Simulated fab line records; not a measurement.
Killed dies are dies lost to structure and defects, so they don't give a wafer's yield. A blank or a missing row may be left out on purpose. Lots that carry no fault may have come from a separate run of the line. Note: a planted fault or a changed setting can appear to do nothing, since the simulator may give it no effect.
Chamber matching / flow nand harc / pecvd-01 running NHARC_A_STAIRCASE_DEP_471: 3 sister chambers
The step deposits SiO2, target thk 100 nm. 24 wafers are shown with their chamber, then 12 later ones without.

== WAFERS, EACH WITH ITS CHAMBER ==
wafer=L075.1; chamber=1; showerhead vpp V (V)=2053; throttle valve pct (%)=15.2; heater power w (W)=630
wafer=L075.4; chamber=1; showerhead vpp V (V)=2025; throttle valve pct (%)=15.4; heater power w (W)=636
wafer=L075.5; chamber=0; showerhead vpp V (V)=1671; throttle valve pct (%)=15.2; heater power w (W)=702
wafer=L078.1; chamber=1; showerhead vpp V (V)=2056; throttle valve pct (%)=15.0; heater power w (W)=641
wafer=L078.4; chamber=1; showerhead vpp V (V)=2054; throttle valve pct (%)=15.3; heater power w (W)=652
wafer=L078.6; chamber=2; showerhead vpp V (V)=2078; throttle valve pct (%)=17.4; heater power w (W)=439
wafer=L076.1; chamber=2; showerhead vpp V (V)=2088; throttle valve pct (%)=17.5; heater power w (W)=520
wafer=L076.3; chamber=1; showerhead vpp V (V)=2028; throttle valve pct (%)=15.1; heater power w (W)=687
wafer=L076.4; chamber=2; showerhead vpp V (V)=2044; throttle valve pct (%)=17.6; heater power w (W)=531
wafer=L080.4; chamber=2; showerhead vpp V (V)=2050; throttle valve pct (%)=17.8; heater power w (W)=549
wafer=L080.5; chamber=0; showerhead vpp V (V)=1684; throttle valve pct (%)=15.6; heater power w (W)=675
wafer=L080.6; chamber=1; showerhead vpp V (V)=2015; throttle valve pct (%)=15.1; heater power w (W)=641
wafer=L084.1; chamber=2; showerhead vpp V (V)=2021; throttle valve pct (%)=16.8; heater power w (W)=418
wafer=L084.3; chamber=1; showerhead vpp V (V)=2007; throttle valve pct (%)=15.6; heater power w (W)=618
wafer=L084.5; chamber=2; showerhead vpp V (V)=2038; throttle valve pct (%)=17.0; heater power w (W)=432
wafer=L086.3; chamber=0; showerhead vpp V (V)=1660; throttle valve pct (%)=15.8; heater power w (W)=757
wafer=L086.4; chamber=0; showerhead vpp V (V)=1662; throttle valve pct (%)=15.7; heater power w (W)=745
wafer=L086.5; chamber=1; showerhead vpp V (V)=2025; throttle valve pct (%)=15.6; heater power w (W)=631
wafer=L089.1; chamber=1; showerhead vpp V (V)=2039; throttle valve pct (%)=15.3; heater power w (W)=604
wafer=L089.2; chamber=2; showerhead vpp V (V)=2035; throttle valve pct (%)=16.9; heater power w (W)=454
wafer=L089.3; chamber=0; showerhead vpp V (V)=1678; throttle valve pct (%)=15.9; heater power w (W)=793
wafer=L088.1; chamber=2; showerhead vpp V (V)=2058; throttle valve pct (%)=16.9; heater power w (W)=404
wafer=L088.4; chamber=1; showerhead vpp V (V)=2023; throttle valve pct (%)=15.7; heater power w (W)=529
wafer=L088.5; chamber=0; showerhead vpp V (V)=1682; throttle valve pct (%)=15.8; heater power w (W)=758

SIGNATURES (means of the wafers above)
reading=showerhead vpp V; chamber 0=1672.83; chamber 1=2032.50; chamber 2=2051.50; scatter within a chamber=17.9
reading=throttle valve pct; chamber 0=15.667; chamber 1=15.330; chamber 2=17.238; scatter within a chamber=0.297
reading=heater power w; chamber 0=738.33; chamber 1=626.90; chamber 2=468.38; scatter within a chamber=46.9
Rule: for a wafer and a chamber, the distance is found by dividing, reading by reading, the gap between the wafer's reading and the chamber's mean by the reading's scatter, squaring, summing and taking the root. The wafer belongs to the nearest chamber; if the next one is less than 2 further off, it can't be placed. How the scatter is found: for the shown wafers, subtract from each reading the mean of its chamber, square and add these, divide the total by (wafers less chambers), then take the root.

== WAFERS MISSING THEIR CHAMBER ==
wafer=L090.1; showerhead vpp V (V)=2022; throttle valve pct (%)=15.3; heater power w (W)=590
wafer=L090.5; showerhead vpp V (V)=1689; throttle valve pct (%)=15.9; heater power w (W)=722
wafer=L090.6; showerhead vpp V (V)=1996; throttle valve pct (%)=15.5; heater power w (W)=591
wafer=L092.1; showerhead vpp V (V)=2019; throttle valve pct (%)=17.0; heater power w (W)=475
wafer=L092.3; showerhead vpp V (V)=1654; throttle valve pct (%)=16.1; heater power w (W)=753
wafer=L092.6; showerhead vpp V (V)=2046; throttle valve pct (%)=17.0; heater power w (W)=493
wafer=L094.4; showerhead vpp V (V)=2046; throttle valve pct (%)=17.3; heater power w (W)=447
wafer=L094.5; showerhead vpp V (V)=1685; throttle valve pct (%)=16.0; heater power w (W)=809
wafer=L094.6; showerhead vpp V (V)=2036; throttle valve pct (%)=17.0; heater power w (W)=458
wafer=L096.1; showerhead vpp V (V)=1674; throttle valve pct (%)=15.9; heater power w (W)=763
wafer=L096.2; showerhead vpp V (V)=1999; throttle valve pct (%)=15.7; heater power w (W)=648
wafer=L096.3; showerhead vpp V (V)=2062; throttle valve pct (%)=17.0; heater power w (W)=504

== THE CHAMBER EACH PASSED THROUGH ==
wafer=L090.1; from the rows above=1; in truth=1
wafer=L090.5; from the rows above=0; in truth=0
wafer=L090.6; from the rows above=1; in truth=1
wafer=L092.1; from the rows above=2; in truth=2
wafer=L092.3; from the rows above=0; in truth=0
wafer=L092.6; from the rows above=2; in truth=2
wafer=L094.4; from the rows above=2; in truth=2
wafer=L094.5; from the rows above=0; in truth=0
wafer=L094.6; from the rows above=2; in truth=2
wafer=L096.1; from the rows above=0; in truth=0
wafer=L096.2; from the rows above=1; in truth=1
wafer=L096.3; from the rows above=2; in truth=2
Correctly placed: 12 of 12. Left unplaced by these rows: 0. Placed wrongly: 0.
